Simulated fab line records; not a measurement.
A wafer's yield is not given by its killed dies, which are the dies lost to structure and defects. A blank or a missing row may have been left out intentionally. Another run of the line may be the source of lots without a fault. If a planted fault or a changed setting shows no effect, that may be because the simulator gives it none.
Chamber matching :: flow n5 finfet :: N5_MOL_CONTACT_COAG_CO_FILL_22 on cvd co-01 has 3 sister chambers
The step material Co, precursor CCTBA/H2, target thk 20 nm. 6 wafers are shown with their chamber, then 12 later ones without.

## WAFERS WITH THEIR CHAMBER
wafer: L088.1
chamber: 2
heater power w (W): 225
susceptor temp C (C): 200.29

wafer: L089.1
chamber: 1
heater power w (W): 233
susceptor temp C (C): 200.04

wafer: L089.6
chamber: 0
heater power w (W): 237
susceptor temp C (C): 200.28

wafer: L091.4
chamber: 1
heater power w (W): 234
susceptor temp C (C): 200.09

wafer: L091.5
chamber: 2
heater power w (W): 225
susceptor temp C (C): 199.95

wafer: L091.6
chamber: 0
heater power w (W): 235
susceptor temp C (C): 200.06

## WAFERS MISSING THEIR CHAMBER
wafer: L093.1
heater power w (W): 234
susceptor temp C (C): 200.10

wafer: L093.2
heater power w (W): 231
susceptor temp C (C): 200.04

wafer: L093.5
heater power w (W): 248
susceptor temp C (C): 199.95

wafer: L094.1
heater power w (W): 245
susceptor temp C (C): 199.90

wafer: L094.3
heater power w (W): 235
susceptor temp C (C): 200.02

wafer: L094.5
heater power w (W): 239
susceptor temp C (C): 199.93

wafer: L096.3
heater power w (W): 245
susceptor temp C (C): 199.92

wafer: L096.5
heater power w (W): 228
susceptor temp C (C): 200.43

wafer: L096.6
heater power w (W): 247
susceptor temp C (C): 200.34

wafer: L097.2
heater power w (W): 236
susceptor temp C (C): 200.13

wafer: L097.3
heater power w (W): 230
susceptor temp C (C): 199.72

wafer: L097.5
heater power w (W): 229
susceptor temp C (C): 199.73

## EACH ONE'S CHAMBER
wafer: L093.1
from the rows above: can't be placed: 1 or 0
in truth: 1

wafer: L093.2
from the rows above: 1
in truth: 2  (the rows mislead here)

wafer: L093.5
from the rows above: 0
in truth: 0

wafer: L094.1
from the rows above: 0
in truth: 0

wafer: L094.3
from the rows above: can't be placed: 0 or 1
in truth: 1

wafer: L094.5
from the rows above: 0
in truth: 0

wafer: L096.3
from the rows above: 0
in truth: 0

wafer: L096.5
from the rows above: 2
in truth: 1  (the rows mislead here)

wafer: L096.6
from the rows above: 0
in truth: 0

wafer: L097.2
from the rows above: 0
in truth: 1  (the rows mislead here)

wafer: L097.3
from the rows above: can't be placed: 1 or 2
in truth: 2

wafer: L097.5
from the rows above: can't be placed: 2 or 1
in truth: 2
Correct placement for 5 of the 12. Can't be placed from these rows: 4 (the true chamber is among the candidates in 4). Wrongly placed: 3.
How it was worked out, from the rows above alone: a wafer's distance from a chamber is the root of the sum, over the readings, of the square of ((its reading less the chamber's mean) divided by the reading's scatter). If the next closest chamber is less than 2 further off than the closest, the wafer can't be placed; otherwise it belongs to the closest. The mean given for a chamber averages the wafers shown for that chamber. The scatter: the root of (the sum of the squares of (reading less its chamber's mean) over the shown wafers, divided by (wafers less chambers)).
